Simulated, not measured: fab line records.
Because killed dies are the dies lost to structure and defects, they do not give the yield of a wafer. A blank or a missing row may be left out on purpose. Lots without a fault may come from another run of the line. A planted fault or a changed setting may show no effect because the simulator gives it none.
Matching of chambers + flow nand harc + NHARC_A_CONTACT_ETCH_51 on rie diel-02 has 4 sister chambers
The step etches the open film in O2/COS, target depth 3600 nm, time 936 s. 14 wafers are shown with their chamber, then 7 later ones without.

## WAFERS WITH THEIR CHAMBER
| wafer  | chamber | showerhead plenum p Torr (Torr) | drypump motor current A (A) | rf vpp V (V) |
|--------|---------|---------------------------------|-----------------------------|--------------|
| L241.1 | 3       | 3.23                            | 6.1                         | 314.9        |
| L241.3 | 0       | 3.04                            | 6.6                         | 311.9        |
| L241.4 | 1       | 3.05                            | 6.7                         | 312.8        |
| L243.1 | 2       | 3.36                            | 5.4                         | 317.7        |
| L243.2 | 3       | 3.23                            | 6.2                         | 314.4        |
| L243.4 | 1       | 3.05                            | 6.7                         | 312.4        |
| L247.3 | 1       | 3.05                            | 6.7                         | 313.7        |
| L247.5 | 0       | 3.03                            | 6.6                         | 313.0        |
| L247.6 | 3       | 3.22                            | 6.2                         | 316.0        |
| L251.2 | 3       | 3.21                            | 6.1                         | 315.6        |
| L251.3 | 0       | 3.02                            | 6.5                         | 312.6        |
| L251.6 | 1       | 3.04                            | 6.7                         | 313.7        |
| L259.1 | 3       | 3.21                            | 6.1                         | 314.2        |
| L259.2 | 1       | 3.03                            | 6.7                         | 314.3        |

SIGNATURES (means of the wafers above)
| reading                  | chamber 0 | chamber 1 | chamber 2 | chamber 3 | scatter within a chamber |
|--------------------------|-----------|-----------|-----------|-----------|--------------------------|
| showerhead plenum p Torr | 3.0300    | 3.0440    | 3.3600    | 3.2200    | 0.00959                  |
| drypump motor current A  | 6.567     | 6.700     | 5.400     | 6.140     | 0.0432                   |
| rf vpp V                 | 312.500   | 313.380   | 317.700   | 315.020   | 0.73                     |
Rule: for a wafer and a chamber, the distance is found by dividing, reading by reading, the gap between the wafer's reading and the chamber's mean by the reading's scatter, squaring, summing and taking the root. If the next closest chamber is less than 2 further off than the closest, the wafer can't be placed; otherwise it belongs to the closest. How the scatter is found: for the shown wafers, subtract from each reading the mean of its chamber, square and add these, divide the total by (wafers less chambers), then take the root.

## WAFERS WITHOUT THEIR CHAMBER
| wafer  | showerhead plenum p Torr (Torr) | drypump motor current A (A) | rf vpp V (V) |
|--------|---------------------------------|-----------------------------|--------------|
| L259.3 | 3.02                            | 6.5                         | 313.8        |
| L258.1 | 3.34                            | 5.4                         | 317.6        |
| L258.2 | 3.03                            | 6.7                         | 312.1        |
| L258.5 | 3.34                            | 5.4                         | 317.5        |
| L260.2 | 3.03                            | 6.7                         | 312.9        |
| L260.3 | 3.20                            | 6.1                         | 315.7        |
| L260.6 | 3.20                            | 6.1                         | 314.8        |

## THE CHAMBER EACH PASSED THROUGH
| wafer  | from the rows above     | in truth |
|--------|-------------------------|----------|
| L259.3 | 0                       | 0        |
| L258.1 | 2                       | 2        |
| L258.2 | can't be placed: 1 or 0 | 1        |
| L258.5 | 2                       | 2        |
| L260.2 | can't be placed: 1 or 0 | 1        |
| L260.3 | 3                       | 3        |
| L260.6 | 3                       | 3        |
5 of 7 placed correctly. These rows do not allow placing 2 (true chamber among the candidates in 2). Number placed wrongly: 0.
